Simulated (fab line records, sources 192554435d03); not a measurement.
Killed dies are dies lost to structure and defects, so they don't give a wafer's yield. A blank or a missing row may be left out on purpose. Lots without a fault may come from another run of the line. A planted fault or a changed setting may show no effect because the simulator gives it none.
Chamber matching | flow n5_finfet | N5_FIN_SAQP_ETCH_51 on rie_diel-02: 4 sister chambers
The step etches SiARC in CF4, target depth 45.5 nm, time 75.8 s. 4 wafers are shown with their chamber, then 7 later ones without.

WAFERS WITH THEIR CHAMBER
wafer  | chamber | showerhead_plenum_p_Torr (Torr)
L090.2 | 0       | 2.075
L090.6 | 1       | 2.148
L091.1 | 3       | 2.160
L091.4 | 2       | 2.147

WAFERS WITHOUT THEIR CHAMBER
wafer  | showerhead_plenum_p_Torr (Torr)
L091.6 | 2.148
L092.3 | 2.145
L092.4 | 2.159
L092.6 | 2.145
L097.1 | 2.143
L097.2 | 2.157
L097.4 | 2.071

WHICH CHAMBER EACH WENT THROUGH
wafer  | from the rows above     | in truth
L091.6 | can't be placed: 1 or 2 | 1
L092.3 | can't be placed: 2 or 1 | 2
L092.4 | 3                       | 3
L092.6 | can't be placed: 2 or 1 | 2
L097.1 | can't be placed: 2 or 1 | 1
L097.2 | 3                       | 3
L097.4 | 0                       | 0
Placed correctly: 3 of 7. Can't be placed from these rows: 4 (the true chamber is among the candidates in 4). Placed wrongly: 0.
How it was worked out, from the rows above alone: a wafer's distance from a chamber is the root of the sum, over the readings, of the square of ((its reading less the chamber's mean) divided by the reading's scatter). The wafer belongs to the nearest chamber; if the next one is less than 2 further off, it can't be placed. A chamber's mean is the mean of its shown wafers. The scatter: with one shown wafer a chamber, the root of the mean of the squares of how far each hidden wafer lies from its nearest shown one.
